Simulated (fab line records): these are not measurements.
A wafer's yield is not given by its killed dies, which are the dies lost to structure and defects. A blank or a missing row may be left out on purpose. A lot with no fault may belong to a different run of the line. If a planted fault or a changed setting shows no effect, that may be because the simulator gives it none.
fab line records    flow n5Finfet    part 1 of 2: steps 1 to 3 of 6
record: lots: 24  wafers: 72  lastDay: 19
route steps=1938 shown GATE_CUT@469
lots with no fault: from the same line, run without faults
startH: hours from the record's opening day to when the first of the lot's shown wafers began    waitH: hours since the lot's step before    " as in the row above    L1.1+2: a single row standing in for several wafers    - value missing, or start not given    * or withheld: withheld    < > ~ a bound
route shown NAME@n: NAME is a module with steps in the file, n the number in the route of the first one    usual: average and standard deviation across the fault-free wafers    same: alike in all rows    chamber/n: place in a boat    sites: readings site by site    _std_site: the values' standard deviation    _edge_site: outer sites' mean less inner sites'    radiusMm: for every site, how far away it sits from the centre of the wafer    mask NAME#n: copy n    behind: the tool/chamber that last shaped the wafer    hold: cause of the lot's hold/its duration in hours/its outcome    device: transistor that didn't switch, given as n, p or np    end of line: the route-end tests of the same wafers    step lacking rows: just its recipe    killed: count of dies lost to structure and defects at first sort (not the wafer's yield)    map: shows each die of a wafer: x if killed, . if not, _ if none is there
set.NAME: setting as actually run; set.NAME@STEP: the setting as run at that earlier step    model.NAME: the simulator's own value behind a step, which no gauge read
route steps across a sampled set of lots; one table per step, one row per wafer
services: the hour from which a tool's chamber was out of use, counted from the record's first day as startH (under 0 if before that day), plus the number of hours and why
== steps ==
step: N5_GATE_CUT_ETCH_58
recipe: chemistry: CH3F/O2  target: SiNx  targetDepthA: 170  timeS: 128.6  ionEnergyEv: 50  pressureMtorr: 30  sourceW: 415  biasW: 21  Ar_flow_sccm: 150  CH3F_flow_sccm: 30  O2_flow_sccm: 20
usual: drypumpMotorCurrentA: 6.0/0.55  oesProductAu: 0.76/0.071  rfVppV: 99.0/0.94  showerheadPlenumPTorr: 1.98/0.06  throttleValvePct: 16.35/0.24
same: timeS: 128.6
lot.wafer  tool        chamber  startH  waitH  drypumpMotorCurrentA  oesProductAu  rfHoursCounterH  rfVppV  showerheadPlenumPTorr  throttleValvePct
L074.1     rieDiel-02  2        78.67   0.0    5.8                   0.73          182              98.0    1.99                   16.40
L074.2     "           1        "       "      5.7                   0.72          148              98.6    2.08                   16.27
L074.6     "           2        "       "      5.9                   0.73          -                101.0   1.99                   16.39
L075.2     rieDiel-06  2        92.36   0.0    6.7                   0.72          194              98.0    1.91                   16.54
L075.3     "           1        "       "      5.8                   0.76          123              99.1    1.92                   16.00
L075.5     "           3        "       "      5.6                   0.75          -                99.1    2.09                   16.47
L076.3     rieDiel-05  0        95.30   0.1    5.9                   0.72          244              100.3   2.04                   16.25
L076.4     "           1        "       "      5.7                   0.73          177              98.5    1.92                   16.60
L076.5     "           3        "       "      5.2                   0.76          -                98.4    2.01                   16.42
L077.2     rieDiel-05  1        99.27   0.0    5.7                   0.72          177              97.9    1.92                   16.59
L077.3     "           0        "       "      5.9                   0.71          244              98.3    2.04                   16.26
L077.5     "           2        "       "      6.8                   0.72          -                97.4    1.99                   16.30
L078.3     rieDiel-05  0        105.54  0.0    6.0                   0.71          246              99.7    2.04                   16.27
L078.4     "           2        "       "      6.7                   0.72          205              100.0   1.99                   16.30
L078.6     "           3        "       "      5.2                   0.75          -                98.4    2.01                   16.42
L079.1     rieDiel-05  2        109.75  0.0    6.8                   0.71          206              98.4    1.99                   16.29
L079.3     "           3        "       "      5.2                   0.75          170              100.4   2.01                   16.42
L079.4     "           1        "       "      5.7                   0.71          180              98.7    1.92                   16.60
L080.3     rieDiel-06  3        116.37  0.1    5.6                   0.74          151              98.0    2.09                   16.47
L080.4     "           1        "       "      5.8                   0.76          129              97.1    1.92                   16.02
L080.5     "           2        "       "      6.7                   0.73          -                99.3    1.91                   16.57
L081.4     rieDiel-05  1        130.74  0.1    5.7                   0.72          -                98.2    1.92                   16.62
L081.5     "           3        "       "      5.2                   0.74          -                99.8    2.01                   16.43
L081.6     "           2        "       "      6.7                   0.71          -                100.2   1.98                   16.32
L082.1     rieDiel-06  0        131.38  0.1    6.4                   0.93          19               99.1    2.05                   16.03
L082.2     "           3        "       "      5.6                   0.74          154              100.2   2.09                   16.47
L082.4     "           2        "       "      6.7                   0.71          204              97.2    1.91                   16.56
L083.1     rieDiel-05  1        136.41  0.2    5.7                   0.72          187              98.3    1.92                   16.61
L083.4     "           1        "       "      5.7                   0.71          -                99.3    1.92                   16.61
L083.5     "           2        "       "      6.7                   0.71          -                101.1   1.98                   16.30
L084.4     rieDiel-06  1        141.78  0.0    5.8                   0.76          135              99.6    1.92                   16.02
L084.5     "           2        "       "      6.7                   0.72          -                99.5    1.91                   16.57
L084.6     "           1        "       "      5.8                   0.76          -                98.9    1.92                   16.02
L085.1     rieDiel-05  1        147.96  0.2    5.7                   0.70          193              99.5    1.91                   16.63
L085.2     "           0        "       "      5.9                   0.98          1                99.7    2.04                   15.79
L085.6     "           2        "       "      6.7                   0.71          -                98.0    1.98                   16.32
L086.2     rieDiel-06  1        152.64  0.0    5.8                   0.76          138              98.7    1.92                   16.03
L086.3     "           3        "       "      5.5                   0.74          159              100.1   2.08                   16.49
L086.4     "           2        "       "      6.7                   0.72          209              97.9    1.91                   16.57
L087.2     rieDiel-05  0        158.49  0.0    6.0                   0.96          3                98.6    2.04                   15.77
L087.3     "           1        "       "      5.7                   0.71          196              97.8    1.91                   16.63
L087.4     "           3        "       "      5.2                   0.73          184              97.4    2.01                   16.45
L088.1     rieDiel-05  0        164.16  0.0    5.9                   0.95          5                98.4    2.04                   15.78
L088.3     "           1        "       "      5.8                   0.71          197              98.3    1.91                   16.63
L088.5     "           2        "       "      6.7                   0.70          -                99.1    1.98                   16.32
L089.2     rieDiel-06  1        171.14  0.0    5.8                   0.76          143              96.9    1.92                   16.03
L089.4     "           2        "       "      6.7                   0.71          214              99.6    1.91                   16.56
L089.5     "           1        "       "      5.8                   0.76          -                98.1    1.92                   16.06
L090.1     rieDiel-05  3        174.37  0.0    5.2                   0.75          190              99.7    2.01                   16.46
L090.2     "           1        "       "      5.7                   0.71          201              99.1    1.91                   16.64
L090.4     "           2        "       "      6.7                   0.71          225              99.8    1.98                   16.33
L091.2     rieDiel-06  1        180.91  0.0    5.8                   0.75          146              99.2    1.92                   16.05
L091.4     "           2        "       "      6.7                   0.71          218              98.3    1.91                   16.57
L091.5     "           2        "       "      6.7                   0.71          -                100.1   1.91                   16.57
L092.1     rieDiel-06  0        186.28  0.0    6.4                   0.90          33               100.2   2.05                   16.06
L092.2     "           2        "       "      6.7                   0.71          219              98.0    1.91                   16.58
L092.3     "           3        "       "      5.6                   0.73          169              99.5    2.08                   16.52
L093.1     rieDiel-02  0        193.02  0.1    6.5                   0.74          154              99.7    2.00                   16.60
L093.2     "           2        "       "      5.8                   0.70          217              99.2    1.98                   16.48
L093.4     "           1        "       "      5.7                   0.71          176              100.4   2.07                   16.31
L094.2     rieDiel-05  3        204.17  0.3    5.2                   0.73          200              96.7    2.00                   16.47
L094.3     "           0        "       "      6.0                   0.92          12               99.1    2.04                   15.79
L094.4     "           1        "       "      5.7                   0.69          211              98.1    1.91                   16.67
L095.3     rieDiel-05  0        205.54  0.0    5.9                   0.92          13               99.7    2.04                   15.80
L095.4     "           3        "       "      5.2                   0.72          201              99.0    2.00                   16.48
L095.5     "           3        "       "      5.2                   0.73          -                100.3   2.00                   16.45
L096.2     rieDiel-06  0        213.75  0.2    6.4                   0.89          42               100.0   2.05                   16.08
L096.3     "           1        "       "      5.8                   0.76          155              97.7    1.91                   16.05
L096.5     "           2        "       "      6.7                   0.71          -                98.9    1.90                   16.58
L097.2     rieDiel-02  3        217.64  0.1    6.5                   0.76          121              98.8    1.91                   16.42
L097.4     "           0        "       "      6.5                   0.73          161              98.5    2.00                   16.61
L097.6     "           3        "       "      6.5                   0.77          -                97.9    1.91                   16.40
step: N5_GATE_CUT_HM_OPEN_40
recipe: chemistry: C4F6/O2  target: SiO2  maskMaterial: SiARC  targetDepthA: 1390  timeS: 85.1  ionEnergyEv: 250  pressureMtorr: 30  sourceW: 345  biasW: 185  Ar_flow_sccm: 300  C4F6_flow_sccm: 10  O2_flow_sccm: 10  ends: cleared
usual: drypumpMotorCurrentA: 6.1/0.51  etchRfOnTimeS: 94.4/2.3  oesProductAu: 0.68/0.057  rfVppV: 669/12  showerheadPlenumPTorr: 2.83/0.083  throttleValvePct: 20.98/0.22
lot.wafer  tool        chamber  startH  waitH  drypumpMotorCurrentA  etchRfOnTimeS  oesProductAu  rfHoursCounterH  rfVppV  showerheadPlenumPTorr  throttleValvePct
L074.1     rieDiel-02  0        82.21   0.0    6.5                   91.9           0.69          122              684     2.86                   21.19
L074.2     "           2        "       "      5.9                   90.7           0.66          184              655     2.83                   20.99
L074.6     "           2        "       "      5.9                   92.9           0.66          -                653     2.83                   20.99
L075.2     rieDiel-02  3        96.11   0.0    6.5                   93.8           0.73          86               654     2.74                   20.95
L075.3     "           2        "       "      5.9                   93.9           0.65          189              656     2.83                   21.00
L075.5     "           2        "       "      5.8                   93.7           0.65          -                655     2.83                   21.01
L076.3     rieDiel-05  1        100.18  0.0    5.7                   96.7           0.64          178              672     2.74                   21.25
L076.4     "           3        "       "      5.2                   95.2           0.68          167              659     2.87                   21.05
L076.5     "           0        "       "      5.9                   94.6           0.64          -                672     2.90                   20.81
L077.2     rieDiel-02  0        103.18  0.0    6.6                   93.8           0.68          130              684     2.86                   21.20
L077.3     "           3        "       "      6.5                   94.8           0.73          89               654     2.73                   20.97
L077.5     "           2        "       "      5.9                   93.7           0.65          -                655     2.83                   21.01
L078.3     rieDiel-05  1        109.23  0.0    5.7                   99.2           0.65          180              671     2.74                   21.24
L078.4     "           0        "       "      5.9                   93.3           0.64          247              673     2.90                   20.82
L078.6     "           3        "       "      5.2                   96.9           0.68          -                658     2.86                   21.05
L079.1     rieDiel-06  2        113.29  0.0    6.7                   93.6           0.65          200              673     2.73                   21.17
L079.3     "           1        "       "      5.8                   95.4           0.69          128              678     2.74                   20.57
L079.4     "           3        "       "      5.6                   91.6           0.67          150              686     2.97                   21.11
L080.3     rieDiel-06  2        119.92  0.0    6.7                   91.6           0.65          201              673     2.73                   21.15
L080.4     "           3        "       "      5.6                   92.4           0.68          151              687     2.96                   21.12
L080.5     "           0        "       "      6.5                   90.4           0.85          -                673     2.92                   20.72
L081.4     rieDiel-05  1        134.46  0.0    5.7                   98.9           0.65          -                673     2.74                   21.23
L081.5     "           2        "       "      6.7                   95.2           0.65          -                649     2.83                   20.87
L081.6     "           3        "       "      5.2                   94.9           0.68          -                659     2.86                   21.06
L082.1     rieDiel-05  1        136.73  0.0    5.7                   95.9           0.64          188              671     2.74                   21.26
L082.2     "           3        "       "      5.2                   92.5           0.66          177              658     2.86                   21.06
L082.4     "           2        "       "      6.7                   96.2           0.64          -                650     2.82                   20.88
L083.1     rieDiel-06  0        140.86  0.0    6.4                   89.9           0.83          21               671     2.92                   20.72
L083.4     "           1        "       "      5.8                   97.0           0.68          135              678     2.74                   20.56
L083.5     "           0        "       "      6.4                   92.2           0.83          -                672     2.92                   20.72
L084.4     rieDiel-05  3        145.56  0.0    5.2                   93.2           0.67          -                657     2.86                   21.08
L084.5     "           1        "       "      5.7                   96.5           0.64          -                671     2.73                   21.28
L084.6     "           2        "       "      6.8                   93.9           0.64          -                650     2.82                   20.89
L085.1     rieDiel-06  1        151.63  0.0    5.8                   94.8           0.69          138              678     2.73                   20.59
L085.2     "           3        "       "      5.6                   90.2           0.66          159              686     2.96                   21.13
L085.6     "           2        "       "      6.7                   94.1           0.65          -                673     2.72                   21.16
L086.2     rieDiel-06  2        157.34  0.0    6.7                   93.8           0.65          210              672     2.72                   21.17
L086.3     "           3        "       "      5.6                   92.0           0.67          160              688     2.96                   21.14
L086.4     "           1        "       "      5.8                   98.4           0.69          139              680     2.73                   20.58
L087.2     rieDiel-02  2        162.89  0.0    5.8                   91.3           0.63          208              656     2.82                   21.01
L087.3     "           0        "       "      6.5                   94.0           0.67          146              683     2.85                   21.22
L087.4     "           1        "       "      5.7                   98.1           0.64          167              667     2.95                   20.90
L088.1     rieDiel-05  3        168.16  0.0    5.2                   94.4           0.66          187              658     2.86                   21.07
L088.3     "           0        "       "      6.0                   92.5           0.85          6                672     2.90                   20.40
L088.5     "           3        "       "      5.2                   97.1           0.66          -                658     2.86                   21.07
L089.2     rieDiel-06  1        174.80  0.0    5.8                   97.3           0.68          144              679     2.73                   20.57
L089.4     "           3        "       "      5.5                   94.3           0.66          166              688     2.96                   21.14
L089.5     "           1        "       "      5.8                   96.7           0.68          -                679     2.73                   20.58
L090.1     rieDiel-02  0        178.33  0.0    6.5                   94.9           0.66          150              682     2.85                   21.22
L090.2     "           2        "       "      5.8                   92.5           0.63          212              656     2.82                   21.05
L090.4     "           1        "       "      5.7                   98.7           0.64          171              668     2.94                   20.90
L091.2     rieDiel-05  1        184.58  0.0    5.7                   95.6           0.63          203              671     2.73                   21.29
L091.4     "           3        "       "      5.2                   93.1           0.66          -                657     2.85                   21.07
L091.5     "           1        "       "      5.7                   97.2           0.63          -                672     2.73                   21.28
L092.1     rieDiel-06  0        190.71  0.0    6.4                   93.5           0.80          35               672     2.91                   20.74
L092.2     "           2        "       "      6.7                   92.2           0.64          219              673     2.72                   21.19
L092.3     "           1        "       "      5.8                   96.2           0.68          148              679     2.73                   20.58
L093.1     rieDiel-02  1        197.24  0.0    5.7                   99.6           0.63          177              669     2.94                   20.91
L093.2     "           3        "       "      6.5                   95.3           0.70          114              655     2.72                   21.00
L093.4     "           0        "       "      6.5                   97.5           0.66          155              684     2.85                   21.24
L094.2     rieDiel-06  0        208.16  0.0    6.5                   93.0           0.81          40               671     2.91                   20.76
L094.3     "           2        "       "      6.7                   93.0           0.63          224              673     2.72                   21.21
L094.4     "           1        "       "      5.8                   97.8           0.68          154              679     2.73                   20.60
L095.3     rieDiel-06  1        209.39  0.0    5.8                   94.3           0.68          154              678     2.73                   20.62
L095.4     "           2        "       "      6.7                   94.6           0.64          224              672     2.72                   21.21
L095.5     "           2        "       "      6.7                   94.5           0.64          -                673     2.72                   21.19
L096.2     rieDiel-05  1        217.63  0.0    5.7                   96.8           0.62          215              671     2.72                   21.29
L096.3     "           0        "       "      5.9                   94.0           0.82          17               672     2.89                   20.41
L096.5     "           2        "       "      6.8                   94.7           0.63          -                648     2.81                   20.91
L097.2     rieDiel-02  2        221.49  0.0    5.9                   93.3           0.62          227              656     2.81                   21.06
L097.4     "           1        "       "      5.7                   99.3           0.62          185              669     2.94                   20.93
L097.6     "           1        "       "      5.7                   98.6           0.63          -                668     2.94                   20.94
step: N5_GATE_CUT_CUT_ETCH_54
recipe: chemistry: Cl2/BCl3  target: TiN  maskMaterial: SiO2  targetDepthA: 967  pressureMtorr: 10  icpW: 1000  biasW: 126  Cl2_flow_sccm: 53.25  bcl3FlowSccm: 21.75  Ar_flow_sccm: 25  ends: cleared
usual: drypumpMotorCurrentA: 5.8/0.59  etchRfOnTimeS: 36.6/0.69  oesProductAu: 0.72/0.12  throttleValvePct: 22.4/0.39
lot.wafer  tool         chamber  startH  waitH  drypumpMotorCurrentA  etchRfOnTimeS  oesProductAu  rfHoursCounterH  throttleValvePct
L074.1     rieMetal-02  1        82.50   0.0    6.7                   35.9           0.65          82               22.6
L074.2     "            0        "       "      5.3                   37.2           0.52          145              22.1
L074.6     "            0        "       "      5.3                   37.2           0.52          -                22.1
L075.2     rieMetal-03  1        96.40   0.0    5.3                   35.6           0.55          141              22.6
L075.3     "            1        "       "      5.3                   35.7           0.54          -                22.6
L075.5     "            1        "       "      5.3                   35.4           0.54          -                22.6
L076.3     rieMetal-01  1        100.49  0.0    5.4                   36.7           0.81          -                22.3
L076.4     "            0        "       "      5.8                   37.2           0.63          -                22.8
L076.5     "            1        "       "      5.4                   36.5           0.81          -                22.3
L077.2     rieMetal-01  1        103.47  0.0    5.4                   36.7           0.81          10               22.3
L077.3     "            1        "       "      5.4                   36.4           0.82          -                22.3
L077.5     "            1        "       "      5.4                   36.3           0.82          -                22.3
L078.3     rieMetal-01  1        109.54  0.0    5.4                   37.0           0.80          -                22.3
L078.4     "            0        "       "      5.8                   37.3           0.63          -                22.8
L078.6     "            0        "       "      5.9                   37.5           0.63          -                22.8
L079.1     rieMetal-02  1        113.64  0.1    6.7                   35.9           0.64          85               22.6
L079.3     "            1        "       "      6.7                   35.8           0.64          -                22.6
L079.4     "            1        "       "      6.7                   36.0           0.64          -                22.6
L080.3     rieMetal-03  1        120.31  0.1    5.3                   35.7           0.54          -                22.6
L080.4     "            1        "       "      5.3                   35.6           0.55          -                22.6
L080.5     "            1        "       "      5.3                   36.0           0.54          -                22.6
L081.4     rieMetal-02  0        134.73  0.0    5.3                   36.5           0.92          -                21.9
L081.5     "            1        "       "      6.7                   36.4           0.64          -                22.6
L081.6     "            0        "       "      5.3                   36.3           0.92          -                21.9
L082.1     rieMetal-01  1        137.02  0.0    5.4                   37.2           0.80          12               22.4
L082.2     "            0        "       "      5.8                   37.6           0.62          80               22.8
L082.4     "            0        "       "      5.9                   37.7           0.62          -                22.8
L083.1     rieMetal-01  0        141.15  0.0    5.9                   37.4           0.62          81               22.8
L083.4     "            1        "       "      5.4                   37.0           0.80          -                22.4
L083.5     "            0        "       "      5.9                   37.6           0.62          -                22.8
L084.4     rieMetal-01  1        145.83  0.0    5.4                   37.1           0.80          -                22.4
L084.5     "            1        "       "      5.4                   37.0           0.80          -                22.4
L084.6     "            0        "       "      5.9                   37.6           0.62          -                22.8
L085.1     rieMetal-03  1        151.98  0.1    5.3                   35.6           0.54          146              22.6
L085.2     "            1        "       "      5.3                   35.6           0.53          -                22.7
L085.6     "            1        "       "      5.3                   35.5           0.54          -                22.6
L086.2     rieMetal-02  1        157.64  0.0    6.7                   35.4           0.64          89               22.6
L086.3     "            0        "       "      5.3                   36.5           0.88          -                21.9
L086.4     "            1        "       "      6.7                   36.2           0.63          -                22.6
L087.2     rieMetal-02  0        163.18  0.0    5.3                   36.6           0.88          3                21.9
L087.3     "            0        "       "      5.3                   36.3           0.88          -                21.9
L087.4     "            1        "       "      6.7                   36.0           0.64          -                22.6
L088.1     rieMetal-02  1        168.45  0.0    6.7                   36.0           0.64          90               22.6
L088.3     "            1        "       "      6.7                   36.1           0.63          -                22.6
L088.5     "            0        "       "      5.3                   36.4           0.87          -                21.9
L089.2     rieMetal-01  0        175.09  0.0    5.8                   38.1           0.62          85               22.8
L089.4     "            0        "       "      5.8                   38.1           0.61          -                22.9
L089.5     "            0        "       "      5.9                   38.4           0.61          -                22.8
L090.1     rieMetal-01  1        178.62  0.0    5.4                   37.1           0.78          17               22.4
L090.2     "            0        "       "      5.8                   37.5           0.62          85               22.8
L090.4     "            1        "       "      5.4                   37.3           0.77          -                22.4
L091.2     rieMetal-03  0        184.95  0.1    6.8                   36.6           0.82          -                21.7
L091.4     "            0        "       "      6.8                   36.6           0.82          -                21.7
L091.5     "            0        "       "      6.7                   36.4           0.83          -                21.6
L092.1     rieMetal-02  0        191.00  0.0    5.3                   37.0           0.85          5                21.9
L092.2     "            1        "       "      6.7                   36.8           0.62          92               22.6
L092.3     "            1        "       "      6.7                   36.4           0.63          -                22.6
L093.1     rieMetal-03  0        197.53  0.0    6.7                   36.0           0.82          8                21.6
L093.2     "            1        "       "      5.3                   35.7           0.92          0                22.4
L093.4     "            0        "       "      6.7                   36.5           0.82          -                21.7
L094.2     rieMetal-01  1        208.44  0.0    5.4                   37.2           0.78          18               22.4
L094.3     "            0        "       "      5.9                   37.7           0.61          -                22.9
L094.4     "            1        "       "      5.4                   37.2           0.77          -                22.4
L095.3     rieMetal-03  0        209.70  0.0    6.8                   36.4           0.80          -                21.6
L095.4     "            1        "       "      5.3                   36.2           0.89          -                22.4
L095.5     "            1        "       "      5.3                   36.0           0.90          -                22.4
L096.2     rieMetal-03  1        217.92  0.0    5.3                   36.1           0.89          2                22.5
L096.3     "            1        "       "      5.3                   35.8           0.89          -                22.4
L096.5     "            1        "       "      5.3                   35.9           0.88          -                22.4
L097.2     rieMetal-01  0        221.78  0.0    5.9                   37.3           0.62          88               22.9
L097.4     "            0        "       "      5.9                   37.5           0.61          -                22.8
L097.6     "            1        "       "      5.4                   37.5           0.77          -                22.4
